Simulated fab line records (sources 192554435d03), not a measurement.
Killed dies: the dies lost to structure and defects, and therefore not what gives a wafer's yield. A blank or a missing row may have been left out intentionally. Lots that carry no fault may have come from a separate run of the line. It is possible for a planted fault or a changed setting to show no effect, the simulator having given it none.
Chamber matching | flow n5 finfet | N5_MOL_CONTACT_COAG_STRIP_98 on rie diel-04 has 4 sister chambers
The step strips in N2/H2. 22 wafers are shown with their chamber, then 11 later ones without.

== WAFERS PAIRED WITH THEIR CHAMBERS ==
wafer  | chamber | drypump motor current A (A) | throttle valve pct (%) | showerhead plenum p Torr (Torr)
L074.2 | 0       | 5.4                         | 18.5                   | 3.42
L074.3 | 3       | 5.6                         | 18.9                   | 3.45
L074.4 | 2       | 5.9                         | 19.1                   | 3.41
L075.1 | 0       | 5.5                         | 18.5                   | 3.42
L075.4 | 3       | 5.6                         | 18.9                   | 3.45
L075.5 | 0       | 5.5                         | 18.4                   | 3.42
L078.1 | 0       | 5.4                         | 18.4                   | 3.42
L078.4 | 0       | 5.5                         | 18.4                   | 3.42
L078.5 | 2       | 5.9                         | 19.2                   | 3.41
L079.1 | 1       | 6.0                         | 18.3                   | 3.43
L079.4 | 2       | 5.9                         | 19.2                   | 3.41
L079.6 | 2       | 5.9                         | 19.2                   | 3.41
L083.1 | 1       | 6.0                         | 18.3                   | 3.42
L083.4 | 0       | 5.4                         | 18.5                   | 3.41
L083.5 | 1       | 6.0                         | 18.3                   | 3.42
L085.3 | 1       | 6.0                         | 18.3                   | 3.42
L085.5 | 0       | 5.4                         | 18.5                   | 3.41
L085.6 | 2       | 5.9                         | 19.2                   | 3.40
L087.1 | 2       | 5.9                         | 19.2                   | 3.39
L087.2 | 3       | 5.6                         | 18.5                   | 3.43
L087.3 | 0       | 5.4                         | 18.5                   | 3.40
L088.2 | 0       | 5.4                         | 18.5                   | 3.40

SIGNATURES (means of the wafers above)
reading                  | chamber 0 | chamber 1 | chamber 2 | chamber 3 | scatter within a chamber
drypump motor current A  | 5.433     | 6.000     | 5.900     | 5.600     | 0.0333
throttle valve pct       | 18.467    | 18.300    | 19.183    | 18.767    | 0.0866
showerhead plenum p Torr | 3.4133    | 3.4225    | 3.4050    | 3.4433    | 0.00847
Rule: for each reading, subtract the chamber's mean from the wafer's reading, divide by that reading's scatter and square the result; add these up over the readings and take the root, which gives the wafer's distance from the chamber. If the next closest chamber is less than 2 further off than the closest, the wafer can't be placed; otherwise it belongs to the closest. The scatter: take each reading less its chamber's mean, square it, sum over the shown wafers, divide by the number of wafers less the number of chambers, and take the root.

== WAFERS WITHOUT THEIR CHAMBER ==
wafer  | drypump motor current A (A) | throttle valve pct (%) | showerhead plenum p Torr (Torr)
L088.5 | 5.5                         | 18.5                   | 3.40
L088.6 | 5.6                         | 18.5                   | 3.43
L092.2 | 5.9                         | 19.2                   | 3.39
L092.4 | 6.0                         | 18.4                   | 3.41
L092.5 | 5.9                         | 19.2                   | 3.39
L093.1 | 5.4                         | 18.5                   | 3.40
L093.5 | 5.4                         | 18.5                   | 3.40
L093.6 | 5.6                         | 18.5                   | 3.43
L094.1 | 5.5                         | 18.5                   | 3.43
L094.3 | 5.9                         | 19.2                   | 3.39
L094.4 | 5.4                         | 18.5                   | 3.40

== WHICH CHAMBER EACH WENT THROUGH ==
wafer  | from the rows above     | in truth
L088.5 | 0                       | 0
L088.6 | can't be placed: 3 or 0 | 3
L092.2 | 2                       | 2
L092.4 | 1                       | 1
L092.5 | 2                       | 2
L093.1 | 0                       | 0
L093.5 | 0                       | 0
L093.6 | can't be placed: 3 or 0 | 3
L094.1 | can't be placed: 0 or 3 | 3
L094.3 | 2                       | 2
L094.4 | 0                       | 0
Correctly placed: 8 of 11. Cannot be placed on the basis of these rows: 3; the candidates contain the true chamber in 3. Number placed wrongly: 0.
